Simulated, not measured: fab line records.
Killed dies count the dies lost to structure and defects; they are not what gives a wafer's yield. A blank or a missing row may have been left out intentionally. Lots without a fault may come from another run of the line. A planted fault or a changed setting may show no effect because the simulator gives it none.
Chamber matching | flow nand-harc | 4 sister chambers for NHARC_A_M1_DESCUM_14 on rie-diel-02
The step chemistry O2, time 3 s. 8 wafers are shown with their chamber, then 10 later ones without.

WAFERS PAIRED WITH THEIR CHAMBERS
wafer  | chamber | drypump-motor-current-A (A) | throttle-valve-pct (%)
L081.3 | 0       | 5.63                        | 11.310
L081.5 | 2       | 5.51                        | 11.313
L082.5 | 2       | 5.55                        | 11.307
L083.1 | 0       | 5.63                        | 11.300
L083.3 | 3       | 5.96                        | 11.311
L083.4 | 1       | 5.50                        | 11.314
L084.1 | 3       | 5.91                        | 11.302
L084.3 | 1       | 5.52                        | 11.304

WAFERS WITHOUT THEIR CHAMBER
wafer  | drypump-motor-current-A (A) | throttle-valve-pct (%)
L084.4 | 5.61                        | 11.304
L085.3 | 5.58                        | 11.307
L085.5 | 5.49                        | 11.309
L085.6 | 5.47                        | 11.304
L092.1 | 5.50                        | 11.330
L092.3 | 5.52                        | 11.311
L092.5 | 5.97                        | 11.315
L094.1 | 5.48                        | 11.325
L094.3 | 5.52                        | 11.306
L094.4 | 5.64                        | 11.318

EACH ONE'S CHAMBER
wafer  | from the rows above          | in truth
L084.4 | 0                            | 0
L085.3 | can't be placed: 0 or 2 or 1 | 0
L085.5 | can't be placed: 1 or 2      | 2
L085.6 | can't be placed: 1 or 2      | 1
L092.1 | can't be placed: 1 or 2      | 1
L092.3 | can't be placed: 2 or 1      | 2
L092.5 | 3                            | 3
L094.1 | can't be placed: 1 or 2      | 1
L094.3 | can't be placed: 1 or 2      | 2
L094.4 | 0                            | 0
Correctly placed: 3 of 10. From these rows, 7 cannot be placed; in 7 the true chamber is one of the candidates. Placed wrongly: 0.
How it was worked out, from the rows above alone: a wafer's distance from a chamber is the root of the sum, over the readings, of the square of ((its reading less the chamber's mean) divided by the reading's scatter). If the next closest chamber is less than 2 further off than the closest, the wafer can't be placed; otherwise it belongs to the closest. The mean given for a chamber averages the wafers shown for that chamber. The scatter: the root of (the sum of the squares of (reading less its chamber's mean) over the shown wafers, divided by (wafers less chambers)).
